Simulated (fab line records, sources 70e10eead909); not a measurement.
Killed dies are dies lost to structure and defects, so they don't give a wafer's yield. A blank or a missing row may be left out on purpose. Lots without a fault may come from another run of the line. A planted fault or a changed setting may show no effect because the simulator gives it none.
A struck lot beside a sound one | flow nand_harc | 38 steps out of a route of 1302
Sound: wafers L278.1, L278.3, L278.5. Struck: wafer L284.1. (L284.3, L284.4 of the same lot were not struck and are left out.) The cause comes at the end.
At each step with rows: each side's tool, then ch and its chambers, then its first start. Under that, the readings that differ: sound wafers | struck wafers | difference of the means | sigmas: that difference in standard deviations of wafers without a fault.
alike: readings whose means differ by less than 2 such deviations, and words and numbers that are the same on both sides. not compared: withheld readings, readings that some wafer has no value for, bounds like >300 that may hide the same value, and numbers for which the record gives no deviation and whose values overlap.
The two part at a step that has a row with sigmas, a row that says differs or no value, or rows on one side only. Numbers that don't overlap but have no deviation are shown without sigmas and don't part them. A reading that every wafer of one side lacks parts them only if that side has two wafers or more.

NHARC_P_BONDPAD_OVL_MEAS_38:
  sound on overlay-02, day 8 09:16; struck on overlay-01, day 10 17:49
  alike: overlay_x_nm, overlay_y_nm
then, 4 steps without rows for these wafers: NHARC_P_BONDPAD_HARDBAKE_10 (time 65 s); NHARC_P_BONDPAD_DESCUM_11 (chemistry O2, time 3 s); NHARC_P_BONDPAD_ETCH_37 (etches the open film in N2/H2, target depth 60 nm, overetch 18 nm, time 65.91 s); NHARC_P_BONDPAD_ETCH_12 (etches the open film in CHF3/O2, target depth 200 nm, time 100 s).
NHARC_P_BONDPAD_CD_MEAS_13:
  sound on cd_sem-03, day 8 09:43; struck on cd_sem-03, day 10 18:14
  alike: cd_nm
then, 3 steps without rows for these wafers: NHARC_P_BONDPAD_STRIP_15 (strips in O2); NHARC_P_BONDPAD_ETCH_24 (etches the open film in CF4/N2, target depth 30 nm, time 72.99 s); NHARC_P_BONDPAD_STRIP_16 (strips in post etch residue remover, time 600 s).
NHARC_P_BONDPAD_DEGAS_25: time 60 s.
  sound on pvd_sputter-02, day 8 10:20; struck on pvd_sputter-03, day 10 18:52
  alike: heater_power_w
NHARC_P_BONDPAD_PRE_CLEAN_26: time 30 s.
  sound on pvd_sputter-02; struck on pvd_sputter-03
  alike: heater_power_w
then, 1 step without rows for these wafers: NHARC_P_BONDPAD_PVD_17 (deposits TaN, target thk 5 nm, time 8.06 s).
NHARC_P_BONDPAD_PVD_27: deposits Cu, target thk 30 nm, time 20.49 s.
  sound on pvd_sputter-02, day 8 10:34; struck on pvd_sputter-03, day 10 19:05
  alike: throttle_valve_pct
then, 2 steps without rows for these wafers: NHARC_P_BONDPAD_ECD_18 (material Cu, target thk 400 nm); NHARC_P_BONDPAD_ANNEAL_28 (time 90 s).
NHARC_P_BONDPAD_CMP_19: polishes, t overpolish 30 s, cu recess touch 16 s, target thk 160.81 nm.
  sound on cmp-01 ch 0,2,3, day 8 11:28; struck on cmp-01 ch 3, day 10 19:57
  alike: motor_current_A, overpolish_run_s
  not compared: pad_life_wafers
then, 15 steps without rows for these wafers: NHARC_P_BONDPAD_SRD_21 (time 30 s, dry time 20 s); NHARC_P_BONDPAD_ACTIVATE_29 (chemistry N2, time 60 s); NHARC_P_BONDPAD_PRECLEAN_30 (cleans in DIW, time 300 s); NHARC_P_BONDPAD_SRD_31 (time 30 s, dry time 20 s); NHARC_A_ZERO_WELL_PRECLEAN_00 (cleans in SPM, time 600 s); NHARC_A_ZERO_WELL_SRD_01; NHARC_A_ZERO_WELL_DEHYDRATE_02 (time 120 s); NHARC_A_ZERO_WELL_HMDS_03 (time 30 s); NHARC_A_ZERO_WELL_COAT_18 (time 65 s); NHARC_A_ZERO_WELL_COAT_04 (resist thk 600 nm); NHARC_A_ZERO_WELL_SOFTBAKE_05 (time 70 s); NHARC_A_ZERO_WELL_EBR_06; NHARC_A_ZERO_WELL_EXPOSE_07 (exposes mask A ZERO); NHARC_A_ZERO_WELL_PEB_08 (peb time 80 s); NHARC_A_ZERO_WELL_DEVELOP_09 (time 50 s).
NHARC_A_ZERO_WELL_CD_MEAS_10: target cd 2000 nm.
  sound on cd_sem-03 ch 0, day 8 13:18; struck on cd_sem-03 ch 0, day 10 21:48
  reading    | sound                | struck | difference | sigmas
  cd_nm (nm) | 1997.0 2002.3 2001.9 | 2007.5 | +7.1       | +3
then, 1 step without rows for these wafers: NHARC_A_ZERO_WELL_HARDBAKE_11 (time 65 s).
NHARC_A_ZERO_WELL_DESCUM_12: chemistry O2, time 3 s.
  sound on rie_diel-11 ch 0,3, day 8 13:28; struck on rie_diel-02 ch 0, day 10 21:58
  alike: drypump_motor_current_A, oes_product_au, rf_vpp_V, showerhead_plenum_p_Torr, throttle_valve_pct
  not compared: rf_hours_counter_h
NHARC_A_ZERO_WELL_ETCH_19: etches the open film in N2/H2, target depth 80 nm, overetch 24 nm, time 87.88 s.
  sound on rie_diel-11 ch 0,1, day 8 13:33; struck on rie_diel-02 ch 0, day 10 22:02
  alike: drypump_motor_current_A, oes_product_au, rf_vpp_V, showerhead_plenum_p_Torr, throttle_valve_pct
  not compared: rf_hours_counter_h
then, 2 steps without rows for these wafers: NHARC_A_ZERO_WELL_ETCH_13 (etches the open film in HBr/Cl2, target depth 120 nm, time 40.1 s); NHARC_A_ZERO_WELL_STRIP_14 (strips in SPM, time 900 s).
-- the record jumps here: 18 days lie between the struck wafers' starts before and after (it left off in module A_ZERO_WELL and takes up again in module END, whose first step shown is number 1302 of the route) --
NHARC_END_SORT_01:
  the record has rows for the struck wafers here (prober-02 ch 0, day 28 11:35) and none for the sound ones

WHERE THEY PART
First at NHARC_A_ZERO_WELL_CD_MEAS_10; last, within this record, at NHARC_END_SORT_01.

WHY: what the simulator had put in
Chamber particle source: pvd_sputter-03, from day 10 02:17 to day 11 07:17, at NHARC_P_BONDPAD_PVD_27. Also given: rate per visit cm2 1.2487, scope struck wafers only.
